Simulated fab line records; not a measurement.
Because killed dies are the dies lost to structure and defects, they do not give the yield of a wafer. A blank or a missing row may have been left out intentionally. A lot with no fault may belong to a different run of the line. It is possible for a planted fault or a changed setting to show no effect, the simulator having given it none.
fab line records	flow n5Finfet
record lots=4	wafers=12	lastDay=16
route steps=1938 shown BEOL_M1@789 BEOL_M4@1111 PASSIVATION@1936
lots untouched by any fault: they come from a run of this same line in which no faults occurred
startH: the number of hours between the record's first day and the start of the first shown wafer of the lot	waitH: time in hours since the lot's previous step	" repeats the value in the row above	L1.1+2: a single row standing in for several wafers	- no value present, or no start provided	* or withheld: withheld	< > ~ a bound
route shown NAME@n: a module of which the file shows steps, and the number in the route of the first	usual: mean/standard deviation taken from wafers without a fault	same: alike in all rows	chamber/n: place in a boat	sites: each site's reading	_std_site: the values' standard deviation	_edge_site: inner sites' mean taken away from outer sites' mean	radiusMm: how far each site lies from the wafer's centre	mask NAME#n: copy n	behind: tool/chamber where the wafer was last shaped	hold: why the lot was held/for how many hours/how that ended	device: the transistor (n, p or np) that didn't switch	end of line: tests run on the same wafers once the route is complete	for a step that has no rows: nothing shown but its recipe	killed: the dies lost at the first sort to structure and to defects; this is not the yield of the wafer	map: per-die view of a wafer (x killed, . not killed, _ where there is no die)
set.NAME: setting as actually run; set.NAME@STEP: the setting as run at that earlier step	model.NAME: the simulator's own value behind a step, which no gauge read
certain route steps with their lots: each step a table, each wafer a row
## steps
# step N5_BEOL_M1_DESCUM_33
# recipe chemistry=O2	timeS=7	sourcePowerW=50	biasPowerW=20	pressureMtorr=20	rfFrequencyHz=2.712e+07	tempC=40	resist=CAR-EUV	o2FlowSccm=225
# step N5_BEOL_M1_ETCH_77
# recipe chemistry=N2/H2	target=underlayer	targetDepthA=65	maskMaterial=CAR-EUV	timeS=5.2	ionEnergyEv=200	pressureMtorr=30	sourceW=840	biasW=150	n2FlowSccm=200	h2FlowSccm=200	ends=cleared
# step N5_BEOL_M1_ETCH_69
# recipe chemistry=CF4	target=SiARC	targetDepthA=156	maskMaterial=CAR-EUV	timeS=26	ionEnergyEv=80	pressureMtorr=40	sourceW=545	biasW=36	Ar_flow_sccm=100	cf4FlowSccm=100	ends=cleared
# step N5_BEOL_M1_ALD_98
# recipe material=SiO2	targetThkA=25	tempC=100	aldPrecursorFamily=BDEAS	aldCoReactant=O2-plasma	pulseTimeS=1	coReactantPulseTimeS=1	purgeTimeS=2	coReactantPurgeTimeS=2	aldCycles=17	pressureTorr=2
# step N5_BEOL_M1_ETCHBACK_99
# recipe chemistry=CHF3	target=SiO2	targetDepthA=50	timeS=10.4	sourceW=215	biasW=47	Ar_flow_sccm=200	CHF3_flow_sccm=12	ionEnergyEv=100	pressureMtorr=30
# step N5_BEOL_M1_ETCH_70
# recipe chemistry=N2/H2	target=SOC	targetDepthA=800	overetchA=160	maskMaterial=SiARC	tempC=40	timeS=120	ionEnergyEv=200	pressureMtorr=30	sourceW=840	biasW=150	n2FlowSccm=200	h2FlowSccm=200
# step N5_BEOL_M1_STRIP_71
# recipe chemistry=N2/H2	tempC=40	n2FlowSccm=200	h2FlowSccm=200	rfFrequencyHz=6e+07
# step N5_BEOL_M1_STRIP_78
# recipe chemistry=N2/H2	tempC=40	n2FlowSccm=200	h2FlowSccm=200	rfFrequencyHz=6e+07
# step N5_BEOL_M1_VIA_ETCH_34
# recipe chemistry=C4F6/O2	targetDepthA=678	maskMaterial=SOC	pressureMtorr=15	ionEnergyEv=250	taperDeg=4	timeS=64.4	sourceW=350	biasW=170	Ar_flow_sccm=300	C4F6_flow_sccm=10	O2_flow_sccm=10
# step N5_BEOL_M1_STRIP_83
# recipe chemistry=C4F6/O2	resist=SiARC	rfFrequencyHz=6e+07
# step N5_BEOL_M1_STRIP_36
# recipe chemistry=N2/H2	powerW=450	tempC=40	pressureMtorr=20	rfFrequencyHz=6e+07	overashFraction=0.3	biasPowerW=7	h2Frac=0.5	n2FlowSccm=200	h2FlowSccm=200
# step N5_BEOL_M1_TRENCH_ETCH_37
# recipe chemistry=C4F6/O2	targetDepthA=552.07	target=SiOC	timeS=29	ionEnergyEv=250	pressureMtorr=30	sourceW=355	biasW=185	Ar_flow_sccm=300	C4F6_flow_sccm=10	O2_flow_sccm=10
# usual C4F6_flow_sccm=9.999/0.027	drypumpMotorCurrentA=5.7/0.42	mfcArSccm=300.0/0.89	oes_ar_750_au=0.85/0.061	oesProductAu=0.86/0.066	rfVppV=669/21	showerheadPlenumPTorr=2.84/0.073	throttleValvePct=20.75/0.18
lot.wafer	tool	chamber	startH	waitH	C4F6_flow_sccm	drypumpMotorCurrentA	mfcArSccm	oes_ar_750_au	oesProductAu	rfHoursCounterH	rfVppV	showerheadPlenumPTorr	throttleValvePct	model.BEOL_M1.featureDepthNm	model.etch.depthNm	model.TiN_of_BEOL_M1_HM_DEP_02.thkNm
L644.2	rieDiel-01	0	181.14	-	9.994	5.5	299.9	0.90	1.11	24	677	2.81	20.78	77.2	77.14	17.2
L644.3	"	1	"	"	10.042	5.4	298.4	0.85	0.86	32	681	2.81	20.56	54.6	54.6	17.6
L644.4	"	2	"	"	10.005	5.3	299.0	0.90	0.92	19	683	2.79	20.58	56.2	56.13	17.6
L645.1	rieDiel-01	0	188.41	-	9.962	5.5	301.0	0.90	1.12	26	676	2.81	20.77	78.6	78.54	17
L645.2	"	1	"	"	9.993	5.4	299.7	0.83	0.86	35	680	2.81	20.58	54.6	54.62	17.4
L645.5	"	3	"	"	10.023	6.0	299.1	0.86	0.86	-	632	2.93	21.01	55.8	55.76	17.8
L646.2	rieDiel-03	0	199.63	-	9.990	6.1	298.5	0.83	0.84	68	694	2.85	20.78	56.8	56.78	17.8
L646.4	"	1	"	"	10.025	6.6	299.1	0.76	0.76	164	682	2.81	20.79	55	54.94	17.6
L646.6	"	3	"	"	9.963	6.6	301.9	0.89	0.87	-	654	3.04	20.84	55.2	55.15	17.8
L654.1	rieDiel-01	0	244.61	-	9.994	5.5	300.5	0.87	0.88	45	675	2.80	20.77	57.8	57.89	17.6
L654.2	"	2	"	"	10.017	5.3	300.1	0.87	0.87	39	680	2.78	20.62	55.2	55.2	17.4
L654.4	"	3	"	"	9.967	6.1	300.3	0.84	0.82	70	631	2.93	21.02	54.8	54.71	17.6
# step N5_BEOL_M1_ETCH_41
# recipe chemistry=CH3F/O2	target=SiCN	targetDepthA=319	taperDeg=2	timeS=57.8	ionEnergyEv=120	maskMaterial=TiN	pressureMtorr=30	sourceW=395	biasW=75	Ar_flow_sccm=150	CH3F_flow_sccm=30	O2_flow_sccm=20
# step N5_BEOL_M1_STRIP_97
# recipe chemistry=N2/H2	timeS=10	powerW=450	tempC=40	pressureMtorr=20	rfFrequencyHz=6e+07	biasPowerW=7	n2FlowSccm=200	h2FlowSccm=200
# step N5_BEOL_M1_OCD_MEAS_38
# usual trenchDepthNm=55.5/1.5
lot.wafer	tool	chamber	startH	waitH	trenchDepthNm
L644.2	ocd-01	-	181.30	-	77.2
L644.3	"	-	"	"	54.9
L644.4	"	-	"	"	56.0
L645.1	ocd-02	-	188.56	-	78.6
L645.2	"	-	"	"	54.6
L645.5	"	-	"	"	55.7
L646.2	ocd-02	-	199.79	-	56.8
L646.4	"	-	"	"	55.0
L646.6	"	-	"	"	55.1
L654.1	ocd-02	-	244.77	-	57.6
L654.2	"	-	"	"	55.2
L654.4	"	-	"	"	54.4
# step N5_BEOL_M1_HM_STRIP_39
# recipe chemistry=peroxideTinStrip	material=TiN	targetDepthA=250	tempC=50	timeS=158
# step N5_BEOL_M1_SRD_40
# recipe timeS=30	tempC=23	rinseLiquid=diw	dry=ipaMarangoni
# step N5_BEOL_M1_PRECLEAN_42
# recipe chemistry=residueRemover	timeS=60	tempC=40
# step N5_BEOL_M1_SRD_43
# recipe timeS=30	tempC=23	rinseLiquid=diw	dry=ipaMarangoni
# step N5_BEOL_M1_DEGAS_44
# recipe ambient=vacuum	tempC=250	timeS=60
# step N5_BEOL_M1_PRE_CLEAN_45
# recipe gas=H2/He	timeS=30	tempC=250
# step N5_BEOL_M1_ALD_84
# recipe material=TaN	targetThkA=*	tempC=275	aldPrecursorFamily=PDMAT	aldCoReactant=NH3	pressureTorr=3	carrierFlowSccm=1500	pulseTimeS=2	purgeTimeS=3	coReactantPurgeTimeS=2	coReactantPulseTimeS=3	aldCycles=30	precursorVesselTempC=75	precursorVesselPressureTorr=26.25	precursorVesselCarrierSccm=1000
# step N5_BEOL_M1_SURFACE_TREAT_85
# recipe gas=Ar	timeS=*	ionEnergyEv=*	ionCurrentMaCm2=0.5	pressureMtorr=*	arFlowSccm=30
# step N5_BEOL_M1_CVD_47
# recipe material=Co	targetThkA=30	tempC=withheld	precursor=CCTBA/H2	pressureTorr=30	timeS=223.8
# step N5_BEOL_M1_SPUTTER_48
# recipe material=Cu	targetThkA=45	tempC=-20	chamberPressurePa=0.07	powerW=withheld	timeS=8.29
# step N5_BEOL_M1_ANNEAL_49
# recipe tempC=400	timeS=240	ambient=vacuum
# step N5_BEOL_M1_SPUTTER_79
# recipe material=Cu	targetThkA=45	tempC=-20	chamberPressurePa=0.07	powerW=withheld	timeS=8.29
# step N5_BEOL_M1_ANNEAL_80
# recipe tempC=400	timeS=240	ambient=vacuum
# step N5_BEOL_M1_SPUTTER_81
# recipe material=Cu	targetThkA=45	tempC=-20	chamberPressurePa=0.07	powerW=withheld	timeS=8.29
# step N5_BEOL_M1_ANNEAL_82
# recipe tempC=400	timeS=240	ambient=vacuum
# step N5_BEOL_M1_SPUTTER_86
# recipe material=Cu	targetThkA=45	tempC=-20	chamberPressurePa=0.07	powerW=withheld	timeS=8.29
# step N5_BEOL_M1_ANNEAL_87
# recipe tempC=400	timeS=240	ambient=vacuum
# step N5_BEOL_M1_SPUTTER_88
# recipe material=Cu	targetThkA=45	tempC=-20	chamberPressurePa=0.07	powerW=withheld	timeS=8.29
# step N5_BEOL_M1_ANNEAL_89
# recipe tempC=400	timeS=240	ambient=vacuum
# step N5_BEOL_M1_SPUTTER_90
# recipe material=Cu	targetThkA=45	tempC=-20	chamberPressurePa=0.07	powerW=withheld	timeS=8.29
# step N5_BEOL_M1_ANNEAL_91
# recipe tempC=400	timeS=240	ambient=vacuum
# step N5_BEOL_M1_SPUTTER_92
# recipe material=Cu	targetThkA=45	tempC=-20	chamberPressurePa=0.07	powerW=withheld	timeS=8.29
# step N5_BEOL_M1_ANNEAL_93
# recipe tempC=400	timeS=240	ambient=vacuum
# step N5_BEOL_M1_SPUTTER_94
# recipe material=Cu	targetThkA=45	tempC=-20	chamberPressurePa=0.07	powerW=withheld	timeS=8.29
# step N5_BEOL_M1_ANNEAL_95
# recipe tempC=400	timeS=240	ambient=vacuum
# step N5_BEOL_M4_RC_MEAS_101
# usual DIBL_N=37.2/2.5	DIBL_P=38/3	IOFF_N=0.17/0.044	IOFF_P=0.24/0.059	ION_N=667/13	ION_P=461/7.9	SS_N=71.8/0.86	SS_P=73.6/0.92	VT_N=250/4.1	VT_P=-249/3.9
lot.wafer	tool	chamber	startH	waitH	DIBL_N[mV/V]	DIBL_P[mV/V]	IOFF_N[nA/um]	IOFF_P[nA/um]	ION_N[uA/um]	ION_P[uA/um]	SS_N[mV/dec]	SS_P[mV/dec]	VT_N[mV]	VT_P[mV]
L644.2	prober-02	0	222.67	0.2	38.1	39	0.17	0.24	668	468	70.7	73.5	251	-249
L644.3	"	0	"	"	39.5	41	0.22	0.29	685	473	71.3	73.9	248	-243
L644.4	"	0	"	"	35.0	35	0.13	0.18	651	457	70.9	72.6	251	-252
L645.1	prober-01	0	233.05	0.0	35.9	36	0.17	0.22	672	458	72.2	73.3	249	-250
L645.2	"	0	"	"	38.5	38	0.24	0.25	686	460	72.6	74.1	244	-249
L645.5	"	0	"	"	40.3	41	0.25	0.30	679	461	73.2	74.3	247	-246
L646.2	prober-02	0	242.71	0.2	35.9	38	0.15	0.24	671	465	71.9	73.7	250	-249
L646.4	"	0	"	"	39.3	41	0.22	0.29	675	463	72.7	75.1	244	-248
L646.6	"	0	"	"	37.0	38	0.16	0.23	664	460	72.7	74.3	251	-250
L654.1	prober-01	0	287.56	0.0	37.8	39	0.18	0.26	665	455	71.2	74.3	251	-249
L654.2	"	0	"	"	32.8	34	0.11	0.17	665	457	69.9	72.4	255	-254
L654.4	"	0	"	"	38.9	41	0.22	0.31	675	470	72.3	75.3	249	-244
# step N5_PASSIVATION_PROBE_49
# usual defectLimitedYield=91.5/1.4	killed_at_M0_to_M3=32/11	killed_at_M4_up=12/4.4	killedAtContacts=13/6.1	killedAtFrontEnd=39/12	killedAtOther=3.9/3	killedDies=100/17	killedOnRim=13/3.9	killedOpen=66/12	killedShort=33/7.4	sort_bin_5_function=5.0/0.95	sort_bin_6_memory=3.2/0.66	sort_bin_8_speed=0.0/0.33	sortNPass=1079/17	sortYieldPct=91.4/1.5
# same grossDies=1180	killedAtBackSide=0	sort_bin_4_leakage[%]=0
lot.wafer	tool	chamber	startH	waitH	defectLimitedYield[%]	killed_at_M0_to_M3	killed_at_M4_up	killedAtContacts	killedAtFrontEnd	killedAtOther	killedDies	killedOnRim	killedOpen	killedShort	sort_bin_5_function[%]	sort_bin_6_memory[%]	sort_bin_8_speed[%]	sortNPass	sortYieldPct[%]
L644.2	prober-02	-	336.40	0.1	66.8	325	10	8	45	4	392	78	68	35	5.0	3.4	0	788	66.8
L644.3	prober-02	-	336.45	0.1	92.5	26	11	6	40	5	88	14	59	25	4.4	2.7	0	1092	92.5
L644.4	prober-02	-	336.50	0.2	94.1	22	13	4	31	0	70	10	55	15	3.5	2.4	0	1110	94.1
L645.1	prober-02	-	340.18	0.0	62.2	407	2	16	21	0	446	92	46	34	3.9	3.0	0	734	62.2
L645.2	prober-02	-	340.23	0.1	92.5	14	12	17	33	12	88	11	50	36	4.0	3.1	0	1092	92.5
L645.5	prober-02	-	340.38	0.2	92.7	35	10	13	26	2	86	11	56	29	4.7	2.2	0	1094	92.7
L646.2	prober-01	-	347.97	0.1	91.1	42	9	21	33	0	105	9	64	37	4.7	3.7	0	1075	91.1
L646.4	prober-01	-	348.07	0.2	91.4	46	13	25	18	0	102	16	71	30	4.6	3.6	0.1	1078	91.4
L646.6	prober-01	-	348.17	0.3	88.9	52	23	18	35	3	131	19	80	43	6.9	3.6	0	1049	88.9
L654.1	prober-02	-	394.03	0.0	89.4	30	20	7	66	2	125	13	90	30	6.4	3.9	0	1055	89.4
L654.2	prober-02	-	394.08	0.1	91.9	24	20	9	41	2	96	10	66	24	5.5	2.1	0	1084	91.9
L654.4	prober-02	-	394.18	0.2	90.2	46	17	7	43	3	116	23	76	32	5.7	3.8	0	1064	90.2
# killed by level:class
L644.2 BEOL_M1:areaEtch=289 FIN_SAQP:geometricParticle:open=15 BEOL_M0_SAQP:geometricParticle:short=11 FIN_SAQP:geometricParticle:short=9 MOL_CONTACT_COAG:geometricParticle:open=8 BEOL_M0_SAQP:geometricParticle:open=8 STI_FIN_REVEAL:geometricParticle:open=8 BEOL_M3:geometricParticle:open=8
L644.3 STI_FIN_REVEAL:geometricParticle:open=14 BEOL_M0_SAQP:geometricParticle:open=11 BEOL_M0_SAQP:geometricParticle:short=9 MOL_CONTACT_COAG:geometricParticle:open=5 FIN_SAQP:geometricParticle:open=4 STARTING-WAFER:geometricParticle:open=4 BEOL_M6:geometricParticle:open=4 DUMMY_GATE:geometricParticle:open=3
L644.4 BEOL_M3:geometricParticle:open=8 GATE_CUT:geometricParticle:open=7 FIN_SAQP:geometricParticle:open=5 GATE_CUT:geometricParticle:short=5 MOL_CONTACT_COAG:geometricParticle:open=4 BEOL_M1:geometricParticle:open=4 BEOL_M5:geometricParticle:open=4 DUMMY_GATE:geometricParticle:open=3
L645.1 BEOL_M1:areaEtch=364 MOL_CONTACT_COAG:geometricParticle:open=12 BEOL_M2:geometricParticle:short=9 BEOL_M2:geometricParticle:open=9 BEOL_M0_SAQP:geometricParticle:short=8 BEOL_M0_SAQP:geometricParticle:open=8 FIN_SAQP:geometricParticle:short=6 BEOL_M3:geometricParticle:open=6
L645.2 MOL_CONTACT_COAG:geometricParticle:open=12 FIN_SAQP:geometricParticle:open=7 ILD0:geometricParticle:short=6 FIN_SAQP:geometricParticle:short=5 STI_FIN_REVEAL:geometricParticle:open=5 PAD_METAL:geometricParticle:short=5 MOL_CONTACT_COAG:geometricParticle:short=4 BEOL_M1:geometricParticle:open=4
L645.5 BEOL_M0_SAQP:geometricParticle:open=11 MOL_CONTACT_COAG:geometricParticle:open=9 BEOL_M2:geometricParticle:open=9 BEOL_M0_SAQP:geometricParticle:short=6 ILD0:geometricParticle:short=5 BEOL_M3:geometricParticle:open=5 FIN_SAQP:geometricParticle:open=3 BEOL_M6:geometricParticle:open=3
L646.2 MOL_CONTACT_COAG:geometricParticle:open=14 BEOL_M0_SAQP:geometricParticle:open=11 STI_FIN_REVEAL:geometricParticle:open=10 BEOL_M3:geometricParticle:open=9 MOL_CONTACT_COAG:geometricParticle:short=7 BEOL_M0_SAQP:geometricParticle:short=7 BEOL_M2:geometricParticle:open=7 STI_FIN_REVEAL:geometricParticle:short=4
L646.4 MOL_CONTACT_COAG:geometricParticle:open=19 BEOL_M0_SAQP:geometricParticle:short=14 STI_FIN_REVEAL:geometricParticle:open=10 BEOL_M0_SAQP:geometricParticle:open=9 BEOL_M2:geometricParticle:open=9 BEOL_M3:geometricParticle:open=8 BEOL_M4:geometricParticle:open=7 MOL_CONTACT_COAG:geometricParticle:short=6
L646.6 BEOL_M0_SAQP:geometricParticle:short=18 MOL_CONTACT_COAG:geometricParticle:open=15 BEOL_M4:geometricParticle:open=13 STI_FIN_REVEAL:geometricParticle:open=9 BEOL_M0_SAQP:geometricParticle:open=9 BEOL_M1:geometricParticle:open=8 BEOL_M2:geometricParticle:short=5 FIN_SAQP:geometricParticle:open=4
L654.1 FIN_SAQP:geometricParticle:open=28 STI_FIN_REVEAL:geometricParticle:open=13 BEOL_M4:geometricParticle:open=7 DUMMY_GATE:geometricParticle:open=6 BEOL_M1:geometricParticle:open=6 FIN_SAQP:geometricParticle:short=5 MOL_CONTACT_COAG:geometricParticle:open=5 BEOL_M0_SAQP:geometricParticle:short=5
L654.2 STI_FIN_REVEAL:geometricParticle:open=15 FIN_SAQP:geometricParticle:open=9 BEOL_M4:geometricParticle:open=8 MOL_CONTACT_COAG:geometricParticle:open=6 GATE_CUT:geometricParticle:short=5 BEOL_M0_SAQP:geometricParticle:open=5 BEOL_M3:geometricParticle:open=5 BEOL_M0_SAQP:geometricParticle:short=4
L654.4 BEOL_M0_SAQP:geometricParticle:open=11 BEOL_M3:geometricParticle:open=11 STI_FIN_REVEAL:geometricParticle:open=10 BEOL_M4:geometricParticle:open=9 MOL_CONTACT_COAG:geometricParticle:open=6 BEOL_M0_SAQP:geometricParticle:short=6 FIN_SAQP:geometricParticle:short=5 DUMMY_GATE:geometricParticle:open=4
# map L644.2 (x killed, . not)
_________________xx....x..xxx________________
______________.x.x.xxx...x.xx.xx_____________
___________x...xx....xx...x...xxxxx__________
__________x.x..xxx...x..xx.x.xx.xxxx_________
________x.xxxx.x.x....x..x..x.x..xx.x._______
_______x.xx.xxxxx.x......x.....x.x..xx.______
______xx.....xxxx..x....x...xx..x.xxxx.x_____
_____.xx....x....x......x.....x..x...xx.x____
____..xx..x.........x........x..x..x..xxxx___
___.x.xx.x....xxx.....x.x..x...x..xxxx.x..x__
___x.xx...x.x.x.x.x............x...x.xxxx.x__
__x.x..x.......x...x.............x.xx.x..x.x_
__x..x.x....x.x.......xx.....x..x.x.x...x..._
_.x...x.x....x...x..xx..x.x..xxx......xx....x
_..x....xx...x..x.x.....................xx.xx
_xx..x...x....xx...x..x...x..x.......x....xx.
_x.x.x.x............................x.....x.x
_xx....xxx.......xx...x...........x.xx..x.xx.
_xx..xx......xx...x.x............xx.x.xxx.xx.
_...x........x............x..x..x.x...x.xxx.x
_x..x..xx.................x........x.x.x..x.x
__x.....x..............x.....x..xx.xx..x.xxx_
__...xx...x....................x.x.xx....xx._
___.x.x............x.......x......xxx.xxx..__
___..................x.......xxxx...xx.xx.x__
____x...xx.x...x.x.x.......xxx......xx.x..___
_____xx..x........x...........x...xx.xxx.____
______.xx..x.....x.x.....x....xx...xx.xx_____
_______...x.xx.x.x......x.x.......x...x______
________x.xxxx.x.x..xx....x..x....x..._______
__________.xxx.x......x.xx.xxx.x...._________
___________.xx.x.....x...xxxx.....x__________
______________x.xxxxxxx.x....xxx_____________
_________________...xx...xxx.________________
# map L645.1 (x killed, . not)
_________________xxxxx.x.xxxx________________
______________xxx...xxxxxxx.xx.x_____________
___________x.xxxxxxx..xxxxxxxx..xxx__________
__________xx...x.xxxxx.xx..xxxxxxx.x_________
________.xxx..x.x.xxxxx....xxxxxxxx..x_______
_______x.x...x.xxxx..xxxxxx..x.xxxxxxxx______
______x.x.xxxxxxx..xx.x......xx..xxxxxxx_____
_____x.x.xx.....xx...x....x..x..x.x.xx..x____
____.x.x.xx.x.x..xx.......xx.....x.x..x.x.___
___.x..x....x..x.xx..x....x...x.xx..xx.xxx.__
___.x.xx..xx..x........x..x...xx.x.....xxxx__
__x.x.xx..x....x..x.........x...xxxx.....xxx_
__xx..x..x..x...x...x...........x..x....x.xx_
_xxx..x.x.x...x.x.x..x........xxxx....xxxx...
_..x.......................x..x..xx.x...xx..x
_..xxxx....x......x..x.x.....x...x....xxx.xxx
_x.....x....x.xxxx...x....xx..x.......x.xxx.x
_xx.x.xx..x.......x.xx......x....x.x.xx.xxxxx
_xx.....x...x......x........x.xx....x...xx.xx
_xxxx...xx..........x..x.....x...x......xx.x.
_.x.x.x.x..........x.x..............x..xxxxx.
__xxxxx..xx............x.....x.......x.xxxxx_
__..x.x.............x..x..xx.........x..x.xx_
___..xx.x..........x.......x.....x.x....xxx__
___x...x.............x..x......x...x.x.xx.x__
____x.x.x.......x...............x.xx..xxxx___
_____..x....xx...x.............xx.xx..x.x____
______.....x.x........x.xx...xx....x.x.._____
_______.x......xxx................x...x______
________......x...x......x....x.x.xxxx_______
__________...x...x.....x.x..x..xxx.x_________
___________xxxx........x.....x..xx.__________
______________.x...x.x.x.x.x.xxx_____________
_________________.x.xxxx....x________________
## key
firstSign step=N5_BEOL_M1_TRENCH_ETCH_37	reading=oesProductAu	direction=up	sigmas=3.9	usual=0.86	struck=1.11
effect step=N5_BEOL_M1_OCD_MEAS_38	reading=trenchDepthNm	direction=up	sigmas=15	usual=55.5	struck=77.9
effect step=N5_PASSIVATION_PROBE_49	reading=killed_at_M0_to_M3	direction=up	sigmas=32	usual=32	struck=366
modelEffect step=N5_BEOL_M1_TRENCH_ETCH_37	value=BEOL_M1.featureDepthNm	without=58.1	struck=77.9
moreKillsBornAt N5_BEOL_M1_TRENCH_ETCH_37@rieDiel-01=653
metAt N5_BEOL_M1_TRENCH_ETCH_37
struckWafers L644.2,L645.1
fault kind=processParameterDrift	tool=rieDiel-01	chamber=0	onsetH=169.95	steps=N5_BEOL_M1_TRENCH_ETCH_37	channel=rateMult	offset=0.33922	shape=step	endH=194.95
